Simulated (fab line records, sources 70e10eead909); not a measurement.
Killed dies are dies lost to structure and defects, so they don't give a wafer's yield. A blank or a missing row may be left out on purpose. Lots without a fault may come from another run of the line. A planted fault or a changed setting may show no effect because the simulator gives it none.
Chamber matching | flow nand_harc | NHARC_A_CHANNEL_HOLE_D1_DESCUM_15 on rie_diel-06: 4 sister chambers
The step chemistry O2, time 3 s. 8 wafers are shown with their chamber, then 9 later ones without.

WAFERS WITH THEIR CHAMBER
wafer  | chamber | showerhead_plenum_p_Torr (Torr) | oes_product_au (a.u.)
L080.6 | 0       | 1.81                            | 0.990
L080.5 | 1       | 1.79                            | 1.004
L083.1 | 3       | 1.79                            | 1.005
L083.3 | 0       | 1.80                            | 0.990
L083.4 | 1       | 1.79                            | 1.010
L086.1 | 3       | 1.79                            | 1.005
L086.4 | 2       | 1.90                            | 1.022
L086.6 | 2       | 1.90                            | 1.024

WAFERS WITHOUT THEIR CHAMBER
wafer  | showerhead_plenum_p_Torr (Torr) | oes_product_au (a.u.)
L089.4 | 1.79                            | 1.012
L089.5 | 1.79                            | 1.014
L089.6 | 1.80                            | 1.013
L093.2 | 1.78                            | 1.018
L093.3 | 1.89                            | 0.988
L093.6 | 1.78                            | 1.016
L097.1 | 1.79                            | 1.000
L097.3 | 1.77                            | 1.012
L097.4 | 1.89                            | 1.008

WHICH CHAMBER EACH WENT THROUGH
wafer  | from the rows above     | in truth
L089.4 | can't be placed: 1 or 3 | 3
L089.5 | can't be placed: 1 or 3 | 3
L089.6 | can't be placed: 1 or 3 | 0
L093.2 | can't be placed: 1 or 3 | 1
L093.3 | 2                       | 2
L093.6 | can't be placed: 1 or 3 | 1
L097.1 | can't be placed: 3 or 1 | 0
L097.3 | can't be placed: 1 or 3 | 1
L097.4 | 2                       | 2
Placed correctly: 2 of 9. Can't be placed from these rows: 7 (the true chamber is among the candidates in 5). Placed wrongly: 0.
How it was worked out, from the rows above alone: a wafer's distance from a chamber is the root of the sum, over the readings, of the square of ((its reading less the chamber's mean) divided by the reading's scatter). The wafer belongs to the nearest chamber; if the next one is less than 2 further off, it can't be placed. A chamber's mean is the mean of its shown wafers. The scatter: the root of (the sum of the squares of (reading less its chamber's mean) over the shown wafers, divided by (wafers less chambers)).
